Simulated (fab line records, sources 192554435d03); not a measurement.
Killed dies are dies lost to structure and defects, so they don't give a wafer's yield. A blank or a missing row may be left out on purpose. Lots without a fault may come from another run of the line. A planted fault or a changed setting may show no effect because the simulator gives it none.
fab line records | flow n5_finfet
record lots=10 wafers=30 last_day=18
route steps=1938 shown BEOL_M4@1111 BEOL_M10@1491 PASSIVATION@1936
lots that met no fault: from a run of the same line without faults
start_h: hours from the record's first day to the start of the lot's first wafer shown | wait_h: hours since the lot's step before | " the same as in the row above | L1.1+2: a row that stands for several wafers | - no value, or no start given | * or withheld: withheld | < > ~ a bound
route shown NAME@n: a module of which the file shows steps, and the number in the route of the first | usual: mean/standard deviation of fault-free wafers | same: alike in all rows | chamber/n: place in a boat | sites: the reading at each site | _std_site: their standard deviation | _edge_site: outer sites' mean less inner sites' | radius_mm: how far each site lies from the wafer's centre | mask NAME#n: copy n | behind: the tool/chamber that last shaped the wafer | hold: why the lot was held/for how many hours/how that ended | device: the transistor (n, p or np) that didn't switch | end of line: the same wafers' tests at the end of the route | a step without rows: its recipe alone | killed: dies lost to structure and defects at the first sort, not the wafer's yield | map: a wafer's dies, x killed, . not, _ none there
set.NAME: the setting as run; set.NAME@STEP: as run at that earlier step | model.NAME: the simulator's own value behind a step, which no gauge read
steps of the route over a sample of lots; a table a step, a row a wafer
services: from which hour (start_h, from the record's first day; less than 0 if before it) a tool's chamber was out of use, for how many hours, and why
## steps
# step N5_BEOL_M4_RC_MEAS_101
# usual DIBL_N=35.9/1.4 DIBL_P=35.9/1.7 IOFF_N=0.155/0.023 IOFF_P=0.201/0.029 ION_N=672/8.8 ION_P=460/7 SS_N=71.6/0.48 SS_P=73.1/0.64 VT_N=250.0/3 VT_P=-251.6/3
# columns lot.wafer tool chamber start_h wait_h DIBL_N[mV/V] DIBL_P[mV/V] IOFF_N[nA/um] IOFF_P[nA/um] ION_N[uA/um] ION_P[uA/um] SS_N[mV/dec] SS_P[mV/dec] VT_N[mV] VT_P[mV]
L967.1 prober-01 0 191.89 0.0 32.8 34.9 0.126 0.168 663 453 71.3 73.3 254.2 -257.0
L967.4 " 0 " " 35.5 37.1 0.165 0.200 671 456 71.5 73.6 250.1 -254.1
L967.6 " 0 " " 35.6 37.1 0.161 0.208 668 459 72.1 73.6 251.3 -250.2
L968.1 prober-01 0 202.06 0.0 34.1 35.0 0.128 0.162 660 452 71.6 72.4 252.3 -254.1
L968.3 " 0 " " 35.3 36.8 0.150 0.179 674 457 71.1 73.4 249.7 -254.3
L968.5 " 0 " " 36.0 37.7 0.161 0.186 676 460 72.0 73.6 251.4 -253.0
L970.1 prober-01 0 224.19 0.0 37.8 38.9 0.193 0.216 688 460 71.6 74.2 244.7 -251.0
L970.5 " 0 " " 38.1 38.7 0.199 0.217 687 466 71.6 74.5 247.1 -250.6
L970.6 " 0 " " 36.6 35.8 0.166 0.174 660 446 71.7 72.2 249.3 -253.7
L975.1 prober-02 0 248.88 0.0 36.8 35.0 0.145 0.215 666 462 71.4 72.6 251.2 -248.6
L975.2 " 0 " " 36.6 35.1 0.154 0.227 675 469 71.7 73.5 250.8 -249.7
L975.6 " 0 " " 38.6 36.8 0.183 0.245 684 464 71.6 74.0 248.2 -249.9
L976.1 prober-01 0 252.05 0.0 36.9 36.8 0.183 0.244 684 467 72.1 74.0 246.3 -249.6
L976.4 " 0 " " 37.7 37.6 0.198 0.260 671 463 72.6 73.6 244.0 -246.0
L976.6 " 0 " " 36.5 35.2 0.170 0.227 670 461 72.4 73.7 248.2 -249.3
L978.3 prober-01 0 269.49 0.3 38.6 36.4 0.165 0.210 677 464 71.7 73.7 249.1 -251.6
L978.4 " 0 " " 39.0 37.3 0.177 0.217 675 457 71.8 74.6 250.3 -251.7
L978.5 " 0 " " 37.4 35.3 0.144 0.196 675 458 71.4 73.4 247.9 -251.1
L977.2 prober-02 0 274.49 0.2 35.5 36.6 0.145 0.221 674 471 71.6 73.2 250.0 -247.2
L977.3 " 0 " " 36.6 37.4 0.164 0.237 683 474 72.0 73.5 247.9 -245.8
L977.5 " 0 " " 37.5 38.9 0.188 0.267 684 476 71.8 73.9 245.9 -244.8
L983.2 prober-01 0 304.38 0.2 35.4 36.7 0.188 0.220 688 469 71.3 73.3 243.8 -248.9
L983.3 " 0 " " 36.3 38.7 0.205 0.250 680 465 71.7 73.7 244.3 -249.2
L983.4 " 0 " " 37.0 39.4 0.231 0.267 676 462 72.3 74.4 243.5 -249.4
L984.3 prober-01 0 306.07 0.6 35.9 35.7 0.155 0.183 679 461 71.4 72.8 248.4 -253.1
L984.4 " 0 " " 37.2 35.9 0.157 0.196 670 454 71.7 73.5 250.7 -252.3
L984.5 " 0 " " 34.9 34.2 0.132 0.171 666 451 70.5 73.4 252.3 -254.2
L985.2 prober-02 0 311.64 0.2 35.6 34.0 0.141 0.186 649 448 71.7 72.6 255.4 -253.7
L985.3 " 0 " " 34.9 34.2 0.131 0.198 668 462 71.1 73.4 250.9 -251.9
L985.4 " 0 " " 33.5 32.8 0.113 0.168 654 454 71.0 72.6 256.9 -252.6
# step N5_BEOL_M10_HM_OPEN_17
# recipe chemistry=Cl2/BCl3 target_depth_a=200 overetch_a=60 target=TiN mask_material=SOC ion_energy_ev=150 pressure_mtorr=10 icp_w=1000 bias_w=126 Cl2_flow_sccm=53.25 bcl3_flow_sccm=21.75 Ar_flow_sccm=25
# usual drypump_motor_current_A=5.83/0.28 oes_product_au=0.67/0.086 throttle_valve_pct=22.11/0.14
# columns lot.wafer tool chamber start_h wait_h drypump_motor_current_A oes_product_au rf_hours_counter_h throttle_valve_pct
L967.1 rie_metal-02 1 245.81 0.0 5.56 0.63 57 22.10
L967.4 " 1 " " 5.53 0.62 - 22.10
L967.6 " 0 " " 5.38 0.73 - 22.25
L968.1 rie_metal-01 1 256.73 0.0 6.37 0.62 55 22.06
L968.3 " 1 " " 6.36 0.63 - 22.05
L968.5 " 1 " " 6.35 0.63 - 22.06
L970.1 rie_metal-03 1 274.70 0.0 5.81 0.80 2 22.25
L970.5 " 1 " " 5.81 0.81 - 22.24
L970.6 " 0 " " 5.99 0.59 - 21.94
L976.1 rie_metal-03 1 304.12 0.0 5.80 0.78 5 22.24
L976.4 " 1 " " 5.80 0.78 - 22.27
L976.6 " 0 " " 5.98 0.57 - 21.96
L975.1 rie_metal-02 0 304.38 0.0 5.39 0.73 25 22.29
L975.2 " 1 " " 5.54 0.61 62 22.11
L975.6 " 1 " " 5.55 0.61 - 22.11
L977.2 rie_metal-03 1 319.69 0.0 5.81 0.78 6 22.22
L977.3 " 0 " " 5.98 0.58 - 21.95
L977.5 " 0 " " 5.99 0.58 - 21.96
L978.3 rie_metal-03 1 321.80 0.1 5.80 0.77 - 22.26
L978.4 " 0 " " 5.98 0.58 - 21.96
L978.5 " 1 " " 5.83 0.77 - 22.24
L984.3 rie_metal-01 0 354.89 0.1 5.75 0.72 - 22.07
L984.4 " 1 " " 6.33 0.62 - 22.07
L984.5 " 0 " " 5.75 0.72 - 22.05
L983.2 rie_metal-03 0 355.38 0.0 5.99 0.57 94 21.94
L983.3 " 0 " " 5.96 0.57 - 21.96
L983.4 " 1 " " 5.82 0.76 - 22.24
L985.2 rie_metal-02 0 363.89 0.0 5.38 0.71 31 22.28
L985.3 " 0 " " 5.38 0.71 - 22.28
L985.4 " 1 " " 5.49 0.60 - 22.14
# step N5_BEOL_M10_ECD_50
# recipe material=Cu target_thk_a=3180
# columns lot.wafer tool chamber start_h wait_h
L967.1+4+6 ecd_cu-01 1 250.49 0.1
L968.1+3+5 ecd_cu-01 1,0,0 260.94 0.1
L970.1+5+6 ecd_cu-01 0,1,0 280.25 0.4
L976.1+4+6 ecd_cu-02 1,0,0 307.26 0.1
L975.1+2+6 ecd_cu-01 1,0,0 307.60 0.1
L978.3+4+5 ecd_cu-01 0,1,1 325.61 0.1
L977.2+3+5 ecd_cu-01 1,0,1 327.31 0.1
L984.3+4+5 ecd_cu-02 0,1,0 358.58 0.1
L983.2+3+4 ecd_cu-01 0,1,0 358.97 0.1
L985.2+3+4 ecd_cu-01 0,1,0 368.49 0.1
# step N5_BEOL_M10_ANNEAL_51
# recipe temp_c=225 time_s=90 ambient=N2
# usual wafer_temp_C_max=226.22/0.24
# columns lot.wafer tool chamber start_h wait_h wafer_temp_C_max
L967.1 rtp_anneal-02 0 250.76 0.2 226.09
L967.4 " 0 " " 226.32
L967.6 " 0 " " 226.33
L968.1 rtp_anneal-02 0 261.05 0.1 226.57
L968.3 " 0 " " 226.37
L968.5 " 0 " " 226.30
L970.1 rtp_anneal-01 0 280.50 0.2 225.72
L970.5 " 0 " " 226.12
L970.6 " 0 " " 225.87
L976.1 rtp_anneal-02 0 307.37 0.1 226.48
L976.4 " 0 " " 226.17
L976.6 " 0 " " 226.41
L975.1 rtp_anneal-01 0 307.76 0.1 225.71
L975.2 " 0 " " 225.82
L975.6 " 0 " " 226.15
L978.3 rtp_anneal-02 0 325.87 0.2 225.99
L978.4 " 0 " " 226.31
L978.5 " 0 " " 226.38
L977.2 rtp_anneal-01 0 327.47 0.1 226.62
L977.3 " 0 " " 226.20
L977.5 " 0 " " 226.39
L984.3 rtp_anneal-02 0 360.01 1.4 226.28
L984.4 " 0 " " 226.55
L984.5 " 0 " " 226.64
L983.2 rtp_anneal-01 0 360.34 1.3 226.12
L983.3 " 0 " " 226.12
L983.4 " 0 " " 226.28
L985.2 rtp_anneal-02 0 368.69 0.2 225.87
L985.3 " 0 " " 226.17
L985.4 " 0 " " 226.42
# step N5_BEOL_M10_CMP_52
# recipe stop_on=SiCOH_lowk t_overpolish_s=7 down_force_psi=1 platen_rpm=50 clearing_platen_down_force_psi=1.5 clearing_platen_rpm=50 post_cmp_clean=cu_alkaline target_thk_nm=140 clearing_platen_pad_velocity_m_s=0.99484 pad_velocity_m_s=0.99484
# usual motor_current_A=6.1/0.78 time_to_endpoint_s=67/3.7
# columns lot.wafer tool chamber start_h wait_h motor_current_A time_to_endpoint_s
L967.1 cmp-02 3 251.12 0.3 6.8 64
L967.4 " 1 " " 5.4 62
L967.6 " 3 " " 6.7 64
L968.1 cmp-03 2 261.34 0.3 6.0 73
L968.3 " 3 " " 6.3 69
L968.5 " 2 " " 5.5 68
L970.1 cmp-03 3 280.87 0.3 6.9 67
L970.5 " 1 " " 6.4 70
L970.6 " 2 " " 5.5 67
L976.1 cmp-02 0 307.70 0.3 4.5 62
L976.4 " 2 " " 7.6 65
L976.6 " 0 " " 4.9 62
L975.1 cmp-02 1 308.13 0.3 5.2 0
L975.2 " 2 " " 7.5 4
L975.6 " 3 " " 6.7 3
L978.3 cmp-03 3 326.08 0.2 6.6 0
L978.4 " 1 " " 6.4 4
L978.5 " 3 " " 6.9 0
L977.2 cmp-03 2 327.81 0.3 5.9 70
L977.3 " 3 " " 6.7 65
L977.5 " 1 " " 6.5 70
L984.3 cmp-03 1 360.22 0.2 6.2 68
L984.4 " 3 " " 6.8 65
L984.5 " 1 " " 6.0 72
L983.3 cmp-01 1 360.90 0.4 5.3 66
L983.2 " 2 " " 5.2 64
L983.4 " 0 " " 6.6 65
L985.2 cmp-02 2 368.98 0.2 7.8 68
L985.4 " 3 " " 6.7 69
L985.3 " 0 " " 4.6 68
# step N5_BEOL_M10_INSPECT_58
# recipe inspect_instrument=darkfield mode=post_dep
# usual raw_defect_count=74/24
# columns lot.wafer tool chamber start_h wait_h raw_defect_count
L967.1 defect_inspect-02 - 251.58 0.0 49
L967.4 " - " " 46
L967.6 " - " " 51
L968.1 defect_inspect-02 - 261.80 0.0 62
L968.3 " - " " 109
L968.5 " - " " 59
L970.1 defect_inspect-02 - 281.25 0.0 70
L970.5 " - " " 54
L970.6 " - " " 80
L976.1 defect_inspect-01 - 308.12 0.0 77
L976.4 " - " " 58
L976.6 " - " " 58
L975.1 defect_inspect-02 - 308.51 0.0 66
L975.2 " - " " 72
L975.6 " - " " 52
L978.3 defect_inspect-02 - 326.54 0.0 69
L978.4 " - " " 70
L978.5 " - " " 70
L977.2 defect_inspect-01 - 328.19 0.0 70
L977.3 " - " " 60
L977.5 " - " " 95
L984.3 defect_inspect-01 - 360.68 0.0 117
L984.4 " - " " 81
L984.5 " - " " 134
L983.2 defect_inspect-01 - 361.35 0.0 55
L983.3 " - " " 81
L983.4 " - " " 85
L985.2 defect_inspect-01 - 369.40 0.0 94
L985.3 " - " " 99
L985.4 " - " " 131
# step N5_PASSIVATION_PROBE_49
# usual defect_limited_yield=91.7/1.5 killed_at_M0_to_M3=30/8.6 killed_at_M4_up=12/4.5 killed_at_contacts=13/5.8 killed_at_front_end=38/11 killed_at_other=4/3 killed_dies=97/17 killed_on_rim=13/3.6 killed_open=63/12 killed_short=32/8.8 sort_bin_5_function=4.8/0.91 sort_bin_6_memory=3.1/0.68 sort_n_pass=1083/17 sort_yield_pct=91.7/1.5
# same gross_dies=1180 killed_at_back_side=0 sort_bin_4_leakage[%]=0 sort_bin_8_speed[%]=0
# columns lot.wafer tool chamber start_h wait_h defect_limited_yield[%] killed_at_M0_to_M3 killed_at_M4_up killed_at_contacts killed_at_front_end killed_at_other killed_dies killed_on_rim killed_open killed_short sort_bin_5_function[%] sort_bin_6_memory[%] sort_n_pass sort_yield_pct[%]
L975.1 prober-02 - 363.43 0.0 0 22 1134 10 12 2 1180 152 40 16 97.8 2.1 0 0
L975.2 prober-02 - 363.48 0.1 0 27 1126 2 24 1 1180 152 39 21 98.3 1.6 0 0
L975.6 prober-02 - 363.68 0.3 0 15 1121 16 26 2 1180 152 49 15 97.7 1.9 0 0
L978.3 prober-01 - 373.49 0.1 0 18 1101 15 43 3 1180 152 63 27 97.0 2.6 0 0
L978.4 prober-01 - 373.54 0.2 0 22 1122 8 25 3 1180 152 63 13 97.4 2.6 0 0
L978.5 prober-01 - 373.59 0.2 0 19 1121 13 23 4 1180 152 53 27 96.8 3.1 0 0
# killed by level:class
L975.1 BEOL_M10:area_ecd=1124 BEOL_M3:geometric_particle:open=9 MOL_CONTACT_COAG:geometric_particle:open=8 GATE_CUT:geometric_particle:short=5 BEOL_M6:geometric_particle:open=5 BEOL_M0_SAQP:geometric_particle:short=4 BEOL_M1:geometric_particle:open=4 BEOL_M0_SAQP:geometric_particle:open=3
L975.2 BEOL_M10:area_ecd=1118 BEOL_M0_SAQP:geometric_particle:short=8 STI_FIN_REVEAL:geometric_particle:open=5 BEOL_M3:geometric_particle:open=5 FIN_SAQP:geometric_particle:open=4 BEOL_M1:geometric_particle:open=4 BEOL_M6:geometric_particle:open=4 BEOL_M1:geometric_particle:short=3
L975.6 BEOL_M10:area_ecd=1115 MOL_CONTACT_COAG:geometric_particle:open=13 FIN_SAQP:geometric_particle:open=5 STI_FIN_REVEAL:geometric_particle:open=5 BEOL_M1:geometric_particle:open=4 STARTING-WAFER:geometric_particle:open=4 MOL_CONTACT_COAG:geometric_particle:short=3 BEOL_M0_SAQP:geometric_particle:open=3
L978.3 BEOL_M10:area_ecd=1090 MOL_CONTACT_COAG:geometric_particle:open=13 FIN_SAQP:geometric_particle:open=11 FIN_SAQP:geometric_particle:short=9 STARTING-WAFER:geometric_particle:open=5 STI_FIN_REVEAL:geometric_particle:open=4 DUMMY_GATE:geometric_particle:open=4 BEOL_M4:geometric_particle:open=4
L978.4 BEOL_M10:area_ecd=1104 STI_FIN_REVEAL:geometric_particle:open=15 BEOL_M3:geometric_particle:open=7 MOL_CONTACT_COAG:geometric_particle:open=6 FIN_SAQP:geometric_particle:open=5 BEOL_M1:geometric_particle:open=5 BEOL_M4:geometric_particle:open=5 BEOL_M8:geometric_particle:open=5
L978.5 BEOL_M10:area_ecd=1100 BEOL_M4:geometric_particle:open=12 MOL_CONTACT_COAG:geometric_particle:open=10 STI_FIN_REVEAL:geometric_particle:open=6 BEOL_M0_SAQP:geometric_particle:short=6 FIN_SAQP:geometric_particle:open=4 BEOL_M1:geometric_particle:open=4 FIN_SAQP:geometric_particle:short=3
## services
# columns tool chamber start_h hours kind
cmp-02 - 229.11 3.4 repair
rie_metal-03 1 230.89 - clean
cmp-02 - 233.99 3.5 repair
cmp-01 - 236.01 1.9 repair
rtp_anneal-01 - 240.37 4.2 pm
cmp-02 - 245.13 5.6 repair
cmp-01 - 246.46 1.2 repair
cmp-01 - 250.04 15.5 pm
cmp-03 - 252.05 1.9 repair
cmp-02 - 262.98 0.3 repair
cmp-02 - 275.49 1.8 repair
ecd_cu-02 - 278.93 6.2 repair
ecd_cu-01 - 291.32 0.9 repair
rie_metal-01 1 302.94 43.3 repair
cmp-01 - 303.96 3.1 repair
cmp-03 - 308.01 3.7 pm
cmp-03 - 314.98 1.8 repair
cmp-01 - 316.49 4.0 pm
cmp-01 - 325.97 1.0 repair
cmp-03 - 340.49 1.3 repair
cmp-02 - 341.26 5.8 pm
cmp-02 - 357.16 3.5 repair
ecd_cu-02 - 358.68 5.1 repair
cmp-02 - 363.14 3.4 repair
## key
first_sign step=N5_BEOL_M10_CMP_52 reading=time_to_endpoint_s direction=down sigmas=18 usual=* struck=*
effect step=N5_PASSIVATION_PROBE_49 reading=killed_at_M4_up direction=up sigmas=99+ usual=12 struck=1121
more_kills_born_at N5_BEOL_M10_ECD_50@ecd_cu-01=6651
met_at N5_BEOL_M10_ECD_50
struck_lots L975,L978
later_rows_left_out L975.1,L975.2,L975.6,L978.3,L978.4,L978.5
not_acting_at N5_BEOL_M10_HM_OPEN_17,N5_BEOL_M10_ANNEAL_51,N5_BEOL_M10_INSPECT_58
onset_between 280.25 307.60
fault kind=skipped_step_whole tool=ecd_cu-01 chamber=- onset_h=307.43 steps=N5_BEOL_M10_ECD_50 scope=struck_lots_only
# later_rows_left_out: the simulator's readings of these wafers behind a module that went badly wrong aren't trusted and aren't shown, but for the sort
